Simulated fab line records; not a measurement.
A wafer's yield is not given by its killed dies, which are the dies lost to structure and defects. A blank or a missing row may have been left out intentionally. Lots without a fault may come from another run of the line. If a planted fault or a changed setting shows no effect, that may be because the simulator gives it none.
fab line records	flow n5_finfet
record lots=4	wafers=12	last_day=17
route steps=1938 shown BEOL_M0_SAQP@664 BEOL_M0_CUTY@701 BEOL_M4@1111 PASSIVATION@1936
lots with no fault: from the same line, run without faults
start_h: start of the lot's first displayed wafer, in hours after the record's first day	wait_h: how many hours have passed since the lot's step before this one	" as in the row above	L1.1+2: a single row standing in for several wafers	- either no value or no given start	* or withheld: withheld	< > ~ a bound
route shown NAME@n: names a module that has steps shown in the file, with the first one's number in the route	usual: mean and standard deviation over wafers with no fault	same: alike in all rows	chamber/n: place in a boat	sites: each site's reading	_std_site: standard deviation across them	_edge_site: mean of outer sites minus mean of inner sites	radius_mm: for every site, how far away it sits from the centre of the wafer	mask NAME#n: copy n	behind: tool/chamber where the wafer was last shaped	hold: why the lot went on hold/how many hours it stayed there/how the hold came to an end	device: which transistor (n, p or np) failed to switch	end of line: the route-end tests of the same wafers	a step with no rows: only its recipe	killed: dies lost to structure and defects at the first sort, not the wafer's yield	map: dies across one wafer; x = killed, . = not, _ = none there
set.NAME: the run value of the setting; set.NAME@STEP: its run value at that earlier step	model.NAME: the simulator's own value behind a step, which no gauge read
lots at selected steps of the route; one table per step, one row per wafer
services: when a tool's chamber went out of use (start_h, in hours from the record's first day, below 0 if earlier), for how many hours, and the reason
## steps
# step N5_BEOL_M0_SAQP_SPACER1_ETCHBACK_99
# recipe chemistry=CHF3/O2	mode=anisotropic_etchback	target=SiO2	target_depth_a=154	time_s=7.7	pressure_mtorr=30	source_w=650	bias_w=170	Ar_flow_sccm=200	CHF3_flow_sccm=50	O2_flow_sccm=5	ion_energy_ev=200
# step N5_BEOL_M0_SAQP_MANDREL1_REMOVE_100
# recipe chemistry=HBr/Cl2/O2	bt_time_s=10	target=a-Si	stop_on=SiNx	endpoint=OES-SiCl	over_etch_frac=0.85	icp_w=600	bias_w=30	HBr_flow_sccm=150	Cl2_flow_sccm=80	O2_flow_sccm=5	pressure_mtorr=10
# step N5_BEOL_M0_SAQP_ETCH_101
# recipe chemistry=CH3F/O2	target=SiNx	mask_material=SiO2	target_depth_a=299	time_s=42.7	pressure_mtorr=30	source_w=395	bias_w=73	Ar_flow_sccm=150	CH3F_flow_sccm=30	O2_flow_sccm=20	ion_energy_ev=120
# step N5_BEOL_M0_SAQP_ETCH_102
# recipe chemistry=CF4	target=SiO2	target_depth_a=40	ion_energy_ev=350	time_s=4.4	pressure_mtorr=10	icp_w=800	bias_w=400	cf4_flow_sccm=80
# step N5_BEOL_M0_SAQP_MANDREL_ETCH_103
# recipe chemistry=HBr/Cl2	target=a-Si	target_depth_a=450	bt_time_s=10	stop_on=SiCN	mask_material=SiO2	over_etch_frac=0.8	time_s=27	pressure_mtorr=10	icp_w=800	bias_w=75	HBr_flow_sccm=150	Cl2_flow_sccm=80	ends=end_point
# step N5_BEOL_M0_SAQP_RECESS_104
# recipe chemistry=HF/NH3	target=SiO2	target_depth_a=180	afs_cycles=3	temp_c=30	sublimation_temp_c=180	sublimation_time_s=60
# step N5_BEOL_M0_SAQP_COAT_105
# recipe resist=SOC	temp_c=250	time_s=60	spin_rpm=1500	resist_thk_nm=100
# step N5_BEOL_M0_SAQP_ETCH_106
# recipe chemistry=N2/H2	target=SOC	target_depth_a=1500	stop_on=SiNx	ion_energy_ev=100	bias_w=61	pressure_mtorr=30	source_w=850	n2_flow_sccm=200	h2_flow_sccm=200
# step N5_BEOL_M0_SAQP_ETCH_107
# recipe chemistry=CH3F/O2	target=SiNx	target_depth_a=300	mask_material=SOC	pressure_mtorr=30	source_w=395	bias_w=73	Ar_flow_sccm=150	CH3F_flow_sccm=30	O2_flow_sccm=20	ion_energy_ev=120
# step N5_BEOL_M0_SAQP_STRIP_108
# recipe chemistry=N2/H2	power_w=500	temp_c=40	pressure_mtorr=50	rf_frequency_hz=6e+07	overash_fraction=0.3	bias_power_w=28	h2_frac=0.5	n2_flow_sccm=300	h2_flow_sccm=300
# step N5_BEOL_M0_SAQP_RECESS_109
# recipe chemistry=HF/NH3	target=SiO2	target_depth_a=30	afs_cycles=1	temp_c=30	sublimation_temp_c=180	sublimation_time_s=60
# step N5_BEOL_M0_SAQP_SPACER2_ALD_26
# recipe material=SiO2	target_thk_a=150	temp_c=300	ald_precursor_family=BDEAS	ald_co_reactant=O2-plasma	pulse_time_s=1	purge_time_s=2	co_reactant_purge_time_s=2	pressure_torr=2
# usual heater_power_w=436/54	precursor_pulse_height_rel=1.001/0.021
lot.wafer	tool	chamber	start_h	wait_h	heater_power_w	precursor_pulse_height_rel	since_wet_clean_h
L779.1	ald_sin-01	1	123.26	0.1	521	0.985	24
L779.3	"	3	"	"	411	0.978	24
L779.5	"	3	"	"	403	0.992	-
L790.1	ald_sin-01	2	191.29	1.7	487	0.978	92
L790.3	"	0	"	"	384	1.030	92
L790.4	"	3	"	"	410	0.971	92
L791.1	ald_sin-01	2	202.56	0.1	476	1.009	103
L791.4	"	3	"	"	395	0.971	103
L791.6	"	0	"	"	376	1.024	-
L800.2	ald_sin-02	0	250.71	0.3	462	1.026	59
L800.3	"	3	"	"	440	1.013	59
L800.6	"	1	"	"	415	0.986	-
# step N5_BEOL_M0_SAQP_SPACER2_ETCHBACK_27
# recipe chemistry=CHF3/O2	mode=anisotropic_etchback	target=SiO2	target_depth_a=225	time_s=11.25	pressure_mtorr=30	source_w=650	bias_w=170	Ar_flow_sccm=200	CHF3_flow_sccm=50	O2_flow_sccm=5	ion_energy_ev=200
# step N5_BEOL_M0_SAQP_MANDREL2_REMOVE_110
# recipe chemistry=HBr/Cl2/O2	bt_time_s=10	target=a-Si	stop_on=SiCN	endpoint=OES-SiCl	over_etch_frac=1	icp_w=600	bias_w=30	HBr_flow_sccm=150	Cl2_flow_sccm=80	O2_flow_sccm=5	pressure_mtorr=10
# step N5_BEOL_M0_SAQP_COAT_69
# recipe resist=SOC	temp_c=250	time_s=60	spin_rpm=1500	resist_thk_nm=90
# step N5_BEOL_M0_SAQP_COAT_72
# recipe resist=SiARC	temp_c=220	time_s=60	spin_rpm=1500	resist_thk_nm=15
# step N5_BEOL_M0_SAQP_COAT_87
# recipe resist=underlayer	temp_c=205	time_s=60	spin_rpm=1500	resist_thk_nm=5
# step N5_BEOL_M0_SAQP_COAT_34
# recipe resist=CAR-EUV	spin_rpm=1500	resist_thk_nm=30
# step N5_BEOL_M0_SAQP_EBR_36
# recipe solvent=PGMEA	ebr_width_mm=1.5
# step N5_BEOL_M0_SAQP_SOFTBAKE_35
# recipe temp_c=110	time_s=60	resist=CAR-EUV
# step N5_BEOL_M0_SAQP_EXPOSE_37
# recipe mask_id=M0_CUT1	na=0.33	source_shape=annular	sigma_inner=0.35	sigma_outer=0.8	polarization=unpolarized	target_cd_nm=30	dose_mj=44.75
# step N5_BEOL_M0_SAQP_PEB_38
# recipe peb_temp_c=100	peb_time_s=60	resist=CAR-EUV
# step N5_BEOL_M0_SAQP_DEVELOP_39
# recipe develop_time_s=30	developer=TMAH	resist=CAR-EUV	rinse_liquid=surfactant_rinse	dry=air_spin	dev_temp_c=23
# step N5_BEOL_M0_SAQP_INSPECT_42
# recipe mode=adi	inspect_instrument=brightfield
# usual raw_defect_count=289/78
lot.wafer	tool	chamber	start_h	wait_h	raw_defect_count
L779.1	defect_inspect-02	-	124.40	0.1	346
L779.3	"	-	"	"	331
L779.5	"	-	"	"	287
L790.1	defect_inspect-02	-	192.61	0.1	948
L790.3	"	-	"	"	1037
L790.4	"	-	"	"	1058
L791.1	defect_inspect-02	-	203.71	0.1	1028
L791.4	"	-	"	"	1024
L791.6	"	-	"	"	989
L800.2	defect_inspect-02	-	252.09	0.0	300
L800.3	"	-	"	"	325
L800.6	"	-	"	"	354
# step N5_BEOL_M0_SAQP_DESCUM_45
# recipe chemistry=O2	time_s=7	source_power_w=50	bias_power_w=20	pressure_mtorr=20	rf_frequency_hz=2.712e+07	temp_c=40	resist=CAR-EUV	o2_flow_sccm=225
# step N5_BEOL_M0_SAQP_ETCH_88
# recipe chemistry=N2/H2	target=underlayer	target_depth_a=65	time_s=5.2	ion_energy_ev=200	mask_material=CAR-EUV	pressure_mtorr=30	source_w=840	bias_w=150	n2_flow_sccm=200	h2_flow_sccm=200	ends=cleared
# step N5_BEOL_M0_SAQP_ETCH_73
# recipe chemistry=CF4	target=SiARC	target_depth_a=195	mask_material=CAR-EUV	time_s=32.5	ion_energy_ev=80	pressure_mtorr=40	source_w=545	bias_w=36	Ar_flow_sccm=100	cf4_flow_sccm=100	ends=cleared
# step N5_BEOL_M0_SAQP_CUT_ETCH_46
# recipe chemistry=N2/H2	target=SOC	target_depth_a=1350	overetch_a=270	temp_c=40	time_s=202.5	ion_energy_ev=200	mask_material=SiARC	pressure_mtorr=30	source_w=840	bias_w=150	n2_flow_sccm=200	h2_flow_sccm=200
# step N5_BEOL_M0_SAQP_STRIP_74
# recipe chemistry=N2/H2	temp_c=40	n2_flow_sccm=200	h2_flow_sccm=200	rf_frequency_hz=6e+07
# step N5_BEOL_M0_SAQP_STRIP_89
# recipe chemistry=N2/H2	temp_c=40	n2_flow_sccm=200	h2_flow_sccm=200	rf_frequency_hz=6e+07
# step N5_BEOL_M0_SAQP_ALD_48
# recipe material=SiO2	target_thk_a=200	temp_c=100	ald_precursor_family=BDEAS	ald_co_reactant=O2-plasma	pulse_time_s=1	co_reactant_pulse_time_s=1	purge_time_s=2	co_reactant_purge_time_s=2	ald_cycles=139	pressure_torr=2
# step N5_BEOL_M0_SAQP_ETCH_49
# recipe chemistry=CF4/O2	target_depth_a=370	target=SiO2	pressure_mtorr=40	source_w=535	bias_w=49	Ar_flow_sccm=100	cf4_flow_sccm=100	O2_flow_sccm=10	ion_energy_ev=100
# step N5_BEOL_M0_SAQP_STRIP_75
# recipe chemistry=CF4	resist=SiARC	power_w=300	bias_power_w=75	pressure_mtorr=50	cf4_flow_sccm=150	rf_frequency_hz=6e+07
# step N5_BEOL_M0_CUTY_COAT_50
# recipe resist=SiARC	temp_c=220	time_s=60	spin_rpm=1500	resist_thk_nm=15
# step N5_BEOL_M0_CUTY_COAT_51
# recipe resist=CAR-ArF-block	spin_rpm=1500	resist_thk_nm=150
# step N5_BEOL_M0_CUTY_EBR_52
# recipe solvent=PGMEA	ebr_width_mm=1.5
# step N5_BEOL_M0_CUTY_SOFTBAKE_53
# recipe temp_c=110	time_s=60	resist=CAR-ArF-block
# step N5_BEOL_M0_CUTY_EXPOSE_54
# recipe mask_id=M0_ABLK	na=1.35	source_shape=conventional	sigma_outer=0.8	polarization=unpolarized	dose_mj=36
# step N5_BEOL_M0_CUTY_INSPECT_59
# recipe mode=adi	inspect_instrument=macro
# usual raw_defect_count=2.0/1.5
lot.wafer	tool	chamber	start_h	wait_h	raw_defect_count
L779.1	defect_inspect-01	-	125.68	0.0	2
L779.3	"	-	"	"	4
L779.5	"	-	"	"	2
L790.1	defect_inspect-02	-	194.00	0.0	>300
L790.3	"	-	"	"	>300
L790.4	"	-	"	"	>300
L791.1	defect_inspect-02	-	205.75	0.0	>300
L791.4	"	-	"	"	>300
L791.6	"	-	"	"	>300
L800.2	defect_inspect-02	-	253.48	0.0	0
L800.3	"	-	"	"	2
L800.6	"	-	"	"	3
# step N5_BEOL_M4_RC_MEAS_101
# usual DIBL_N=36.3/1	DIBL_P=36.2/1.4	IOFF_N=0.157/0.021	IOFF_P=0.206/0.025	ION_N=673/9	ION_P=461/6.4	SS_N=71.5/0.5	SS_P=73.2/0.47	VT_N=249.9/2.4	VT_P=-250.6/2.9
lot.wafer	tool	chamber	start_h	wait_h	DIBL_N[mV/V]	DIBL_P[mV/V]	IOFF_N[nA/um]	IOFF_P[nA/um]	ION_N[uA/um]	ION_P[uA/um]	SS_N[mV/dec]	SS_P[mV/dec]	VT_N[mV]	VT_P[mV]
L779.1	prober-02	0	178.01	0.0	35.8	36.6	0.150	0.210	671	465	71.7	73.4	249.6	-250.8
L779.3	"	0	"	"	36.3	37.5	0.164	0.215	680	468	71.0	74.2	252.6	-251.1
L779.5	"	0	"	"	36.8	38.1	0.172	0.221	687	469	71.5	73.7	249.8	-249.4
L790.1	prober-01	0	247.18	0.0	33.5	32.4	0.125	0.165	663	447	71.0	73.2	252.8	-254.5
L790.3	"	0	"	"	36.0	35.7	0.155	0.204	667	454	71.0	73.5	251.8	-250.8
L790.4	"	0	"	"	37.6	37.8	0.190	0.232	675	455	72.0	73.8	250.0	-248.7
L791.1	prober-01	0	251.80	0.0	36.8	35.5	0.187	0.244	677	463	71.0	73.3	247.5	-244.9
L791.4	"	0	"	"	36.8	36.0	0.185	0.234	688	465	71.7	73.6	246.7	-245.9
L791.6	"	0	"	"	38.6	38.3	0.231	0.281	700	475	72.1	73.8	243.9	-246.2
L800.2	prober-02	0	306.72	0.2	35.5	37.7	0.165	0.194	679	464	71.2	73.0	245.6	-249.8
L800.3	"	0	"	"	37.6	40.5	0.204	0.238	683	466	72.0	74.0	246.8	-250.4
L800.6	"	0	"	"	36.9	40.0	0.204	0.231	686	463	71.8	74.2	245.4	-250.8
# step N5_PASSIVATION_PROBE_49
# usual defect_limited_yield=91.1/1.3	killed_at_M0_to_M3=36/10	killed_at_M4_up=14/4.4	killed_at_contacts=14/5.7	killed_at_front_end=39/9.4	killed_at_other=2.9/2.6	killed_dies=105/15	killed_on_rim=14/3.5	killed_open=70/12	killed_short=34/7.1	sort_bin_5_function=5.3/0.77	sort_bin_6_memory=3.3/0.66	sort_n_pass=1075/15	sort_yield_pct=91.1/1.3
# same gross_dies=1180	killed_at_back_side=0	sort_bin_4_leakage[%]=0	sort_bin_8_speed[%]=0
lot.wafer	tool	chamber	start_h	wait_h	defect_limited_yield[%]	killed_at_M0_to_M3	killed_at_M4_up	killed_at_contacts	killed_at_front_end	killed_at_other	killed_dies	killed_on_rim	killed_open	killed_short	sort_bin_5_function[%]	sort_bin_6_memory[%]	sort_n_pass	sort_yield_pct[%]
L779.3	prober-01	-	282.12	0.1	90.2	45	10	9	47	5	116	6	80	36	5.5	4.0	1064	90.2
L790.1	prober-01	-	345.64	0.0	83.3	140	11	7	36	3	197	32	61	31	9.5	4.7	983	83.3
L790.3	prober-01	-	345.74	0.1	84.7	116	11	13	37	4	181	36	67	43	9.2	3.5	999	84.7
L790.4	prober-01	-	345.79	0.2	85.4	114	14	14	26	4	172	33	60	32	8.8	3.4	1008	85.4
L791.1	prober-01	-	360.02	0.0	81.3	132	21	20	43	5	221	33	93	24	9.9	5.1	959	81.3
L791.4	prober-01	-	360.17	0.2	84.5	117	12	10	39	5	183	30	71	38	9.4	3.7	997	84.5
L791.6	prober-01	-	360.27	0.3	84.7	109	11	9	51	0	180	28	73	29	9.0	4.5	1000	84.7
L800.2	prober-01	-	403.79	0.1	90.0	32	14	18	47	7	118	13	85	33	6.0	3.4	1062	90.0
L800.3	prober-01	-	403.84	0.1	91.3	16	9	20	52	6	103	11	65	38	5.4	2.9	1077	91.3
L800.6	prober-01	-	403.99	0.3	93.2	27	8	14	30	1	80	16	54	26	3.9	2.5	1100	93.2
# killed by level:class
L779.3 BEOL_M3:geometric_particle:open=16 FIN_SAQP:geometric_particle:open=11 STI_FIN_REVEAL:geometric_particle:open=10 BEOL_M0_SAQP:geometric_particle:open=8 MOL_CONTACT_COAG:geometric_particle:open=8 BEOL_M1:geometric_particle:open=7 FIN_SAQP:geometric_particle:short=5 GATE_CUT:geometric_particle:short=5
L790.1 BEOL_M0_SAQP:unspecified=105 STI_FIN_REVEAL:geometric_particle:open=12 BEOL_M3:geometric_particle:open=9 BEOL_M2:geometric_particle:open=7 BEOL_M2:geometric_particle:short=6 GATE_CUT:geometric_particle:short=5 MOL_CONTACT_COAG:geometric_particle:open=5 FIN_SAQP:geometric_particle:open=4
L790.3 BEOL_M0_SAQP:unspecified=68 FIN_SAQP:geometric_particle:short=10 BEOL_M0_SAQP:geometric_particle:open=9 BEOL_M1:geometric_particle:open=9 MOL_CONTACT_COAG:geometric_particle:open=8 BEOL_M0_SAQP:geometric_particle:short=8 BEOL_M3:geometric_particle:open=8 STI_FIN_REVEAL:geometric_particle:open=6
L790.4 BEOL_M0_SAQP:unspecified=78 MOL_CONTACT_COAG:geometric_particle:open=11 BEOL_M3:geometric_particle:open=9 BEOL_M0_SAQP:geometric_particle:short=8 BEOL_M4:geometric_particle:open=8 BEOL_M0_SAQP:geometric_particle:open=7 BEOL_M1:geometric_particle:short=4 BEOL_M1:geometric_particle:open=4
L791.1 BEOL_M0_SAQP:unspecified=102 STI_FIN_REVEAL:geometric_particle:open=18 MOL_CONTACT_COAG:geometric_particle:open=18 BEOL_M0_SAQP:geometric_particle:open=15 BEOL_M4:geometric_particle:open=10 FIN_SAQP:geometric_particle:open=9 BEOL_M1:geometric_particle:open=6 BEOL_M5:geometric_particle:open=5
L791.4 BEOL_M0_SAQP:unspecified=74 BEOL_M0_SAQP:geometric_particle:open=17 BEOL_M0_SAQP:geometric_particle:short=15 STI_FIN_REVEAL:geometric_particle:open=9 FIN_SAQP:geometric_particle:open=6 BEOL_M1:geometric_particle:open=6 MOL_CONTACT_COAG:geometric_particle:open=6 FIN_SAQP:geometric_particle:short=4
L791.6 BEOL_M0_SAQP:unspecified=76 STI_FIN_REVEAL:geometric_particle:open=20 BEOL_M0_SAQP:geometric_particle:open=17 BEOL_M0_SAQP:geometric_particle:short=8 FIN_SAQP:geometric_particle:open=7 MOL_CONTACT_COAG:geometric_particle:open=7 GATE_CUT:geometric_particle:short=6 BEOL_M8:geometric_particle:open=6
L800.2 MOL_CONTACT_COAG:geometric_particle:open=14 FIN_SAQP:geometric_particle:open=13 STI_FIN_REVEAL:geometric_particle:open=12 BEOL_M0_SAQP:geometric_particle:open=8 BEOL_M0_SAQP:geometric_particle:short=8 ILD0:geometric_particle:open=6 BEOL_M3:geometric_particle:open=5 BEOL_M4:geometric_particle:open=5
L800.3 FIN_SAQP:geometric_particle:short=15 MOL_CONTACT_COAG:geometric_particle:open=14 STI_FIN_REVEAL:geometric_particle:open=10 FIN_SAQP:geometric_particle:open=8 MOL_CONTACT_COAG:geometric_particle:short=6 DUMMY_GATE:geometric_particle:open=5 BEOL_M0_SAQP:geometric_particle:open=5 BEOL_M4:geometric_particle:open=4
L800.6 MOL_CONTACT_COAG:geometric_particle:open=12 FIN_SAQP:geometric_particle:open=7 BEOL_M2:geometric_particle:open=7 BEOL_M0_SAQP:geometric_particle:short=5 BEOL_M1:geometric_particle:short=5 BEOL_M1:geometric_particle:open=5 STI_FIN_REVEAL:geometric_particle:open=4 FIN_SAQP:geometric_particle:short=3
# map L790.1 (x killed, . not)
_________________............________________
______________..........x......x_____________
___________................x.......__________
__________..x....................x.._________
________x............................._______
_______............................xx.x______
______..............x..................x_____
_____...x...........................x....____
____..xxx..........x........xx..x...x.....___
___..x.xx..................................__
___.....x......x.................x.........__
__.....x....x.............x................._
__..........x.....x........................._
_........................x........x.........x
_..........x..........................x....x.
_..xxx.....xx.........x....x........x...x....
_....................................x.......
_x.......................x...........x.......
_..x..............xx..xx......x.......x......
_x.....x......................x....x.x.....xx
_........x.........................x......x..
__.....x...................................._
__x......x.x.x...x............x.x........x.._
___x...........xx..........x...............__
___.....x..xxxx.xxx.......x................__
____.....xxxxxxx.xxxx........x............___
_____.x.x.xxxxxxxxxx...........x..x......____
______xxxxxxxxxxxxxx.x...............x.._____
_______xxxxxxxxxxxxxxx............x....______
________x.xxxxxxxxxxx...........x....._______
__________xxxxxxxxxx.x....x...x....._________
___________xxxxxxxxxx.x............__________
______________xxxxxxx..........._____________
_________________xxxx.......x________________
# map L791.1 (x killed, . not)
_________________.....x......________________
______________..............x..._____________
___________x........x..............__________
__________....x....................._________
________.....................x...x...._______
_______..x.......x..............x......______
______...x...x...x................x...xx_____
_____x...x....x......x.x..x..........x...____
____..x.x.............x..x..........x..x..___
___...x.x....x.........x...................__
___...........xx.x.x.......................__
__....x.x.................................x._
__....x................x..........x..x..x..._
_..........................x....x.xx...x..x..
_................x.........x................x
_x..............x.x..........................
_................xx..xxx.........x..x........
_..x...x..x............x....x............x.x.
_.......x.....x.....x........................
_.x......x.............................x.....
_..x.........x..............xx..x........x...
__..x.........x....x..x...x...x............._
__..x......x.......x.....x.................._
___........xxxx.....xx.xx......x...........__
___x........xxx.xxxx....x..............x..x__
____x....xxxxxxxxx.xx.........xx..........___
_____..x.xxxxxxxxx.xx.....x...........x..____
______xxxxxxxxxxxxxx.x..............x..._____
_______.x.xxxxxxxxxxxx...............x.______
________xxxxxxxxxxxxxxx.......x...xx.._______
__________xxxxxxxxxx...x...x.x......_________
___________xxxxxxxxx...............__________
______________xxxxxx.x.........._____________
_________________xx..x.......________________
## services
tool	chamber	start_h	hours	kind
ald_sin-01	1	125.40	1.6	repair
ald_sin-01	0	165.18	1.3	repair
ald_sin-02	-	177.74	14.0	pm
ald_sin-02	0	177.74	14.0	vent_cycle
ald_sin-02	1	177.74	14.0	vent_cycle
ald_sin-02	2	177.74	14.0	vent_cycle
ald_sin-02	3	177.74	14.0	vent_cycle
ald_sin-02	0	191.74	-	clean
ald_sin-02	1	191.74	-	clean
ald_sin-02	2	191.74	-	clean
ald_sin-02	3	191.74	-	clean
ald_sin-02	2	229.60	3.7	repair
ald_sin-01	2	233.47	5.1	repair
ald_sin-01	1	237.89	16.2	repair
## key
first_sign step=N5_BEOL_M0_SAQP_INSPECT_42	reading=raw_defect_count	direction=up	sigmas=9.3	usual=289	struck=1014
effect step=N5_BEOL_M0_CUTY_INSPECT_59	reading=raw_defect_count	direction=up	sigmas=99+	usual=2.0	struck=>300
effect step=N5_PASSIVATION_PROBE_49	reading=killed_at_M0_to_M3	direction=up	sigmas=8.3	usual=36	struck=121
more_kills_born_at N5_BEOL_M0_SAQP_SPACER2_ALD_26@ald_sin-01=503
met_at N5_BEOL_M0_SAQP_SPACER2_ALD_26
struck_wafers L790.1,L790.3,L790.4,L791.1,L791.4,L791.6
onset_between 123.26 191.29
fault kind=chamber_particle_source	tool=ald_sin-01	chamber=-	onset_h=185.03	steps=N5_BEOL_M0_SAQP_SPACER2_ALD_26	rate_per_visit_cm2=1.0833	end_h=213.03
